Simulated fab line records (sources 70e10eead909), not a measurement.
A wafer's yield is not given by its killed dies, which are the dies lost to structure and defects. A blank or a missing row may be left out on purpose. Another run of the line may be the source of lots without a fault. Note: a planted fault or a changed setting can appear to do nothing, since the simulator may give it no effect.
fab line records	flow nand_harc
[record] lots = 13	wafers = 39	last_day = 34
route steps=1302 shown P_ZERO_WELL@62 P_STI@83 P_GATE@132 END@1302
lots untouched by any fault: they come from a run of this same line in which no faults occurred
start_h: start of the lot's first displayed wafer, in hours after the record's first day	wait_h: hours from the lot's prior step to this one	" repeats the value in the row above	L1.1+2: a row that stands for several wafers	- no value, or no start was given	* or withheld: withheld	< > ~ a bound
route shown NAME@n: a module of which the file shows steps, and the number in the route of the first	usual: mean/standard deviation of fault-free wafers	same: alike in all rows	chamber/n: place in a boat	sites: per-site readings	_std_site: their standard deviation	_edge_site: mean of outer sites minus mean of inner sites	radius_mm: how far each site lies from the wafer's centre	mask NAME#n: copy n	behind: the last tool/chamber to shape the wafer	hold: what put the lot on hold/how long, in hours/how the hold closed	device: which transistor (n, p or np) failed to switch	end of line: the route-end tests of the same wafers	for a step that has no rows: nothing shown but its recipe	killed: not the wafer's yield, but the dies lost to structure and defects at the first sort	map: a wafer's dies, x killed, . not, _ none there
set.NAME: the setting as run; set.NAME@STEP: as run at that earlier step	model.NAME: the simulator's own value behind a step, which no gauge read
the route's steps for a sample of lots (tables are steps, rows are wafers)
services: when a tool's chamber went out of use (start_h, in hours from the record's first day, below 0 if earlier), for how many hours, and the reason
[[steps]]
[step NHARC_P_ZERO_WELL_IMPLANT_55]
[recipe] energy_kev = 180	dose_cm2 = 8e+11	tilt_deg = 7
[usual] beam_energy_keV = 180.00/0.052	beam_on_s = 10.02/0.17
lot.wafer	tool	chamber	start_h	wait_h	beam_energy_keV	beam_on_s
L984.3	implanter-02	0	26.24	0.2	179.98	9.94
L984.4	"	0	"	"	180.05	10.18
L984.6	"	0	"	"	180.01	9.85
L986.1	implanter-01	0	45.85	0.1	180.03	10.04
L986.4	"	0	"	"	180.07	10.33
L986.6	"	0	"	"	180.07	10.11
L987.1	implanter-01	0	56.16	0.1	180.12	9.70
L987.3	"	0	"	"	179.97	10.13
L987.5	"	0	"	"	180.03	10.21
L988.2	implanter-02	0	65.98	0.2	179.97	9.96
L988.3	"	0	"	"	179.99	9.91
L988.4	"	0	"	"	180.02	9.80
L990.3	implanter-02	0	86.22	0.2	179.96	9.91
L990.4	"	0	"	"	179.94	9.96
L990.5	"	0	"	"	179.94	10.04
L993.1	implanter-02	0	116.19	0.1	179.95	10.15
L993.2	"	0	"	"	180.05	10.07
L993.6	"	0	"	"	180.03	10.07
L996.2	implanter-01	-	146.04	0.2	-	-
L996.4	"	-	"	"	-	-
L996.6	"	-	"	"	-	-
L997.2	implanter-01	-	156.24	0.1	-	-
L997.3	"	-	"	"	-	-
L997.5	"	-	"	"	-	-
L999.2	implanter-01	0	176.34	0.1	179.97	10.30
L999.3	"	0	"	"	180.00	9.81
L999.4	"	0	"	"	180.05	9.77
L103.1	implanter-01	0	215.93	0.1	180.01	9.80
L103.4	"	0	"	"	180.03	10.00
L103.6	"	0	"	"	180.00	10.00
L104.1	implanter-01	0	227.91	0.1	179.92	10.31
L104.2	"	0	"	"	180.03	10.09
L104.4	"	0	"	"	179.99	9.77
L105.1	implanter-02	0	236.02	0.1	179.98	10.08
L105.3	"	0	"	"	179.94	9.86
L105.5	"	0	"	"	179.95	10.19
L106.2	implanter-02	0	246.06	0.2	180.03	9.79
L106.5	"	0	"	"	180.10	10.08
L106.6	"	0	"	"	180.13	10.10
[step NHARC_P_STI_CD_MEAS_09]
[recipe] target_cd_nm = 200	landing_energy_ev = 500
[usual] cd_nm = 199.3/1.5
lot.wafer	tool	chamber	start_h	wait_h	cd_nm
L984.3	cd_sem-02	0	44.27	-	198.6
L984.4	"	0	"	"	200.1
L984.6	"	0	"	"	198.7
L986.1	cd_sem-03	0	63.88	-	199.2
L986.4	"	0	"	"	200.4
L986.6	"	0	"	"	200.2
L987.1	cd_sem-03	0	73.64	-	198.8
L987.3	"	0	"	"	200.8
L987.5	"	0	"	"	197.6
L988.2	cd_sem-02	0	84.37	-	196.6
L988.3	"	0	"	"	199.3
L988.4	"	0	"	"	197.9
L990.3	cd_sem-02	0	103.33	-	200.4
L990.4	"	0	"	"	198.2
L990.5	"	0	"	"	201.4
L993.1	cd_sem-02	0	135.15	-	200.2
L993.2	"	0	"	"	198.7
L993.6	"	0	"	"	199.0
L999.2	cd_sem-03	0	194.95	-	199.9
L999.3	"	0	"	"	199.3
L999.4	"	0	"	"	202.1
L103.1	cd_sem-03	0	234.46	-	197.4
L103.4	"	0	"	"	198.3
L103.6	"	0	"	"	198.2
L104.1	cd_sem-01	0	244.49	-	199.0
L104.2	"	0	"	"	201.0
L104.4	"	0	"	"	199.7
L105.1	cd_sem-02	0	254.40	-	199.6
L105.3	"	0	"	"	200.6
L105.5	"	0	"	"	203.3
L106.2	cd_sem-03	0	265.17	-	200.9
L106.5	"	0	"	"	200.1
L106.6	"	0	"	"	199.9
[step NHARC_P_STI_ETCH_42]
[recipe] target_depth_a = 800	overetch_a = 240	time_s = 61	ion_energy_ev = 200	n2_flow_sccm = 150	h2_flow_sccm = 150	ar_flow_sccm = 0	rf_w = 400	bias_w = 150	chemistry = N2/H2
[usual] drypump_motor_current_A = 5.8/0.37	oes_product_au = 0.997/0.0078	rf_vpp_V = 429.9/2.4	showerhead_plenum_p_Torr = 2.02/0.082	throttle_valve_pct = 14.171/0.0089
lot.wafer	tool	chamber	start_h	wait_h	drypump_motor_current_A	oes_product_au	rf_hours_counter_h	rf_vpp_V	showerhead_plenum_p_Torr	throttle_valve_pct
L984.3	rie_diel-08	2	44.62	0.1	5.8	1.007	1.8	431.9	2.07	14.167
L984.4	"	3	"	"	5.6	0.993	2.2	430.8	2.07	14.166
L984.6	"	0	"	"	6.4	0.999	-	432.9	2.12	14.169
L986.1	rie_diel-13	3	64.24	0.1	5.4	1.000	5.5	433.8	2.14	14.171
L986.4	"	0	"	"	6.3	1.008	5.1	427.7	1.94	14.181
L986.6	"	2	"	"	5.6	0.984	-	428.2	1.94	14.168
L987.3	rie_diel-05	1	73.98	0.1	5.9	1.007	1.1	426.4	1.95	14.178
L987.1	"	2	"	"	5.9	0.998	1.0	427.3	1.92	14.162
L987.5	"	1	"	"	5.8	1.014	-	428.1	1.95	14.169
L988.4	rie_diel-08	0	84.71	0.1	6.4	1.002	4.6	431.4	2.12	14.173
L988.3	"	1	"	"	6.2	1.005	2.6	431.3	2.02	14.187
L988.2	"	2	"	"	5.8	1.008	3.8	431.5	2.07	14.172
L990.4	rie_diel-08	0	103.68	0.1	6.4	0.997	5.8	432.5	2.12	14.176
L990.3	"	2	"	"	5.8	1.006	4.7	431.5	2.07	14.170
L990.5	"	0	"	"	6.4	1.010	-	432.4	2.12	14.167
L993.2	rie_diel-13	1	135.49	0.1	5.1	1.002	10.2	430.1	2.00	14.178
L993.1	"	2	"	"	5.6	0.988	10.9	428.1	1.94	14.167
L993.6	"	2	"	"	5.6	0.991	-	428.8	1.94	14.187
L999.3	rie_diel-13	1	195.29	0.1	5.1	0.998	2.0	429.2	2.00	14.181
L999.4	"	2	"	"	5.6	1.002	2.0	427.4	1.93	14.182
L999.2	"	3	"	"	5.4	0.989	1.9	433.3	2.14	14.183
L103.1	rie_diel-08	3	234.80	0.1	5.6	0.994	1.9	430.9	2.06	14.161
L103.4	"	2	"	"	5.8	0.991	1.8	431.9	2.07	14.181
L103.6	"	0	"	"	6.4	0.994	-	431.6	2.12	14.176
L104.4	rie_diel-13	1	244.84	0.1	5.0	0.992	6.2	429.1	2.00	14.163
L104.1	"	3	"	"	5.4	0.993	6.3	433.5	2.14	14.168
L104.2	"	0	"	"	6.3	1.004	5.9	427.3	1.94	14.175
L105.3	rie_diel-05	1	254.75	0.1	5.9	1.001	0.8	428.0	1.94	14.171
L105.1	"	0	"	"	5.7	0.993	0.9	426.7	1.91	14.178
L105.5	"	1	"	"	5.9	1.004	-	428.2	1.94	14.172
L106.2	rie_diel-05	1	265.52	0.1	5.9	0.997	1.1	429.5	1.94	14.174
L106.6	"	0	"	"	5.8	0.999	-	426.9	1.91	14.165
L106.5	"	1	"	"	5.9	0.987	-	426.3	1.94	14.172
[step NHARC_P_GATE_DEP_103]
[recipe] target_thk_a = 300	target_thk_nm = 30	temp_c = 400	flow_sccm = 200	rf_w = 350	material = SiON
[usual] heater_power_w = 761/89	susceptor_temp_C = 400.00/0.21
lot.wafer	tool	chamber	start_h	wait_h	heater_power_w	susceptor_temp_C
L984.3	pecvd-03	0	101.02	0.4	799	400.06
L984.4	"	2	"	"	743	400.21
L984.6	"	0	"	"	803	400.47
L986.1	pecvd-03	0	111.64	0.6	901	399.94
L986.6	"	0	"	"	898	400.08
L986.4	"	1	"	"	738	399.92
L987.1	pecvd-04	1	127.67	0.6	749	399.62
L987.3	"	2	"	"	555	400.13
L987.5	"	0	"	"	738	399.78
L988.2	pecvd-02	2	141.90	0.5	878	400.06
L988.3	"	1	"	"	672	400.10
L988.4	"	2	"	"	887	400.03
L990.3	pecvd-02	0	157.14	0.4	773	399.90
L990.4	"	2	"	"	858	399.97
L990.5	"	1	"	"	809	400.18
L993.1	pecvd-04	0	187.15	0.6	838	400.22
L993.2	"	1	"	"	755	400.38
L993.6	"	1	"	"	798	400.13
L999.3	pecvd-04	0	245.14	0.4	815	400.05
L999.2	"	1	"	"	646	400.18
L999.4	"	0	"	"	824	399.91
L103.1	pecvd-02	1	290.87	0.6	816	400.30
L103.6	"	1	"	"	870	399.89
L103.4	"	2	"	"	922	399.90
L104.2	pecvd-02	0	295.19	0.4	847	400.04
L104.1	"	1	"	"	840	400.26
L104.4	"	2	"	"	861	399.84
L105.1	pecvd-04	1	303.77	0.6	709	399.83
L105.3	"	2	"	"	599	400.09
L105.5	"	2	"	"	626	400.06
L106.2	pecvd-02	1	321.10	0.5	859	399.93
L106.6	"	1	"	"	854	399.78
L106.5	"	0	"	"	795	400.10
[step NHARC_END_SORT_01]
[recipe] temp_c = 25
[usual] killed_at_array = 53/21	killed_at_other = 1.0/1.3	killed_at_periphery = 3.8/2.4	killed_dies = 58/21	killed_open = 3.4/1.9	killed_short = 2.4/1.5
[same] gross_dies = 677
lot.wafer	tool	chamber	start_h	wait_h	killed_at_array	killed_at_other	killed_at_periphery	killed_dies	killed_open	killed_short
L996.2	prober-02	0	692.30	2.8	56	0	621	677	1	2
L996.4	prober-02	0	693.89	3.4	65	0	612	677	1	4
L996.6	prober-02	0	695.47	4.0	51	2	624	677	4	0
L997.2	prober-01	0	712.35	2.8	40	0	637	677	6	4
L997.3	prober-01	0	713.13	3.1	33	0	644	677	2	2
L997.5	prober-01	0	714.69	3.6	42	0	635	677	3	3
// killed by level:class
L996.2 P_ZERO_WELL:area_implant=612 A_SLIT:chamber_film_flake=21 A_CHANNEL_HOLE_D2:chamber_film_flake=9 A_STAIRCASE:chamber_film_flake=9 P_BONDPAD:chamber_film_flake=5 A_CHANNEL_HOLE_D1:chamber_film_flake=5 A_CONTACT:chamber_film_flake=3 P_M1:chamber_film_flake=2
L996.4 P_ZERO_WELL:area_implant=607 A_SLIT:chamber_film_flake=22 A_CHANNEL_HOLE_D2:chamber_film_flake=11 A_STAIRCASE:chamber_film_flake=10 A_CHANNEL_HOLE_D1:chamber_film_flake=5 A_CHANNEL_FILL_D1:chamber_film_flake=3 A_WL_FILL:chamber_film_flake=3 A_CONTACT:chamber_film_flake=3
L996.6 P_ZERO_WELL:area_implant=619 A_SLIT:chamber_film_flake=16 A_STAIRCASE:chamber_film_flake=10 A_CHANNEL_HOLE_D2:chamber_film_flake=9 A_CHANNEL_HOLE_D1:chamber_film_flake=6 P_BONDPAD:chamber_film_flake=3 A_CONTACT:chamber_film_flake=3 A_BONDPAD:chamber_film_flake=3
L997.2 P_ZERO_WELL:area_implant=629 A_CHANNEL_HOLE_D2:chamber_film_flake=15 A_CONTACT:chamber_film_flake=6 A_CHANNEL_HOLE_D1:chamber_film_flake=4 P_CONTACT:chamber_film_flake=3 A_ONON_D1:geometric_particle:open=2 P_STI:chamber_film_flake=2 A_SLIT:chamber_film_flake=2
L997.3 P_ZERO_WELL:area_implant=639 A_CHANNEL_HOLE_D2:chamber_film_flake=15 A_CHANNEL_HOLE_D1:chamber_film_flake=6 A_CONTACT:chamber_film_flake=6 P_CONTACT:chamber_film_flake=3 A_STAIRCASE:chamber_film_flake=2 P_GATE:geometric_particle:short=1 A_SOURCE_PLATE:geometric_particle:open=1
L997.5 P_ZERO_WELL:area_implant=628 A_CHANNEL_HOLE_D2:chamber_film_flake=20 A_CHANNEL_HOLE_D1:chamber_film_flake=7 P_STI:chamber_film_flake=3 A_SLIT:chamber_film_flake=3 A_WL_FILL:chamber_film_flake=3 A_CONTACT:chamber_film_flake=3 A_WL_FILL:geometric_particle:short=2
[[services]]
tool	chamber	start_h	hours	kind
rie_diel-08	-	13.80	9.0	pm
implanter-02	-	21.20	0.6	repair
rie_diel-08	1	23.46	2.0	repair
pecvd-02	-	46.00	13.0	pm
rie_diel-08	1	50.06	4.2	repair
implanter-02	-	51.85	3.3	repair
pecvd-04	-	57.64	1.8	repair
rie_diel-13	0	71.42	2.6	repair
rie_diel-08	-	79.29	2.7	repair
pecvd-04	0	87.74	10.1	repair
implanter-02	-	88.05	5.4	repair
pecvd-04	-	90.41	13.0	pm
rie_diel-08	-	105.61	2.4	repair
implanter-02	-	146.00	13.0	pm
rie_diel-13	-	165.00	9.0	pm
pecvd-04	-	166.78	1.7	repair
implanter-01	-	185.81	1.1	repair
pecvd-02	2	188.27	14.4	repair
rie_diel-08	-	190.80	9.0	pm
implanter-01	-	209.62	4.6	repair
pecvd-02	-	227.22	13.0	pm
implanter-02	-	234.10	1.6	repair
implanter-01	-	284.39	0.8	repair
pecvd-02	0	309.79	5.4	repair
[[key]]
[first_sign] step = NHARC_P_ZERO_WELL_IMPLANT_55	reading = tool_record	direction = missing
[effect] step = NHARC_END_SORT_01	reading = killed_at_periphery	direction = up	sigmas = 99+	usual = 3.8	struck = 628.8
[more_kills_born_at] NHARC_P_ZERO_WELL_IMPLANT_55@implanter-01 = 3734
met_at NHARC_P_ZERO_WELL_IMPLANT_55
struck_lots L996,L997
later_rows_left_out L996.2,L996.4,L996.6,L997.2,L997.3,L997.5
tester_left_out L996,L997
not_acting_at NHARC_P_STI_CD_MEAS_09,NHARC_P_STI_ETCH_42,NHARC_P_GATE_DEP_103
onset_between 56.16 146.04
[fault] kind = skipped_step_whole	tool = implanter-01	chamber = -	onset_h = 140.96	steps = NHARC_P_ZERO_WELL_IMPLANT_55	scope = struck_lots_only
// tester_left_out: of these lots the tester's yield and bins aren't shown, on N5 and GAA mostly nor the transistor test; their killed dies are dies lost to structure and defects alone, not to doping, threshold or leakage, so they don't give the yield
// later_rows_left_out: the simulator's readings of these wafers behind a module that went badly wrong aren't trusted and aren't shown, but for the sort
